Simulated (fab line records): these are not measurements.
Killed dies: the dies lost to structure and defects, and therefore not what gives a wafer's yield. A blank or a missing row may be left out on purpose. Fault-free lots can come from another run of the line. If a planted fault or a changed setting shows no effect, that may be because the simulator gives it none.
Problem report, 8D (eight disciplines) form, completed by code ; flow n5-finfet ; the parts of the form that need people (team, actions taken, sign-off) are left out

1. THE ISSUE
Mean of killed-at-front-end at N5_PASSIVATION_PROBE_49: 123 across 9 wafers in 3 lots; on wafers with no fault it is 40 (standard deviation 13). Measured from the usual mean, that is +6.4 standard deviations.
First observed at day 16 06:52: wafer L395.2, on prober-02. At this step, 33 wafers from 11 lots have a number in the record. The rule behind "out" and "out of limits": a value lying over 4 standard deviations away from the usual mean. The other wafers with a number count as sound.

2. WHAT THIS IS AND IS NOT
question;is;is not
which readings at this step;killed-at-front-end;killed_at_M0_to_M3, killed_at_M4_up, killed-at-contacts, killed-at-other
which lots;L395, L396, L399;L380, L382, L383, L384, L387, L392, L393, L401
which wafers of those lots;all that have a number;-
read on which tools;prober-02;prober-01
when;from day 16 06:52;"up to then (15 sound wafers); but 9 sound wafers of L392, L393, L401 came after"

3. SUSPECTS, AND WHAT RULES EACH OUT
Counting: any tool at a process step up to the reading is kept as a suspect provided that every lot that is out went through it and no sound lot did after the first of them.
- ald-sin-01 at N5_DUMMY_GATE_ALD_02 (deposits SiO2, target thk 2 nm, pulse time 1 s): kept. It processed each lot that is out, first L395 at day 6 13:08, and no sound lot thereafter; up to then, the last sound lot it processed was L393 at day 6 01:40.
- prober-02 at N5_PASSIVATION_PROBE_49: ruled out as a lasting fault. The sound lots L393 went through it after L395, its earliest lot that is out (day 16 06:52).
Left after counting: ald-sin-01 at N5_DUMMY_GATE_ALD_02.

4. THE CAUSE (what the simulator had put in)
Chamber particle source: ald-sin-01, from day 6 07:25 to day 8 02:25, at N5_DUMMY_GATE_ALD_02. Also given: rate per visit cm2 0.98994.
After counting, this tool was the only one left.

5. THE EFFECT CHAIN, in route order
Each row: a reading whose mean over the struck wafers that have a number lies more than 3 standard deviations from the usual. Readings are gone through only where the record gives a usual standard deviation; hours: the median, over the lots, of the time from a lot's start at the first step in this table giving one to that lot's start at this step; sigmas: the change measured in usual standard deviations.
hours;step;reading;usual;on struck wafers;change;sigmas
0;N5_PASSIVATION_PROBE_49;defect-limited-yield;91.2 %;84.5;-6.7;-4.4
0;N5_PASSIVATION_PROBE_49;killed-at-front-end;40;123;+83;+6.4
0;N5_PASSIVATION_PROBE_49;killed-dies;104;182;+78;+4.6
0;N5_PASSIVATION_PROBE_49;killed-on-rim;14;28;+14;+3.3
0;N5_PASSIVATION_PROBE_49;sort_bin_5_function;5.2 %;9.2;+4.0;+4.3
0;N5_PASSIVATION_PROBE_49;sort-n-pass;1076;998;-78;-4.6
0;N5_PASSIVATION_PROBE_49;sort-yield-pct;91.2 %;84.5;-6.7;-4.4
The process steps in it:
- N5_PASSIVATION_PROBE_49

6. WHAT WOULD HAVE CAUGHT IT SOONER
The fault began at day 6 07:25; the first out-of-limits reading in this record came at day 16 06:52, 239 hours later.
Of the tool readings at N5_DUMMY_GATE_ALD_02 for which the record gives a usual standard deviation, none was out on any struck wafer, so an alarm limit of 4 standard deviations on them would not have fired.
All the lots that are out (3) had begun N5_DUMMY_GATE_ALD_02 on ald-sin-01 by day 16 06:52. Had the tool been put on hold then, not one of them would have been saved.
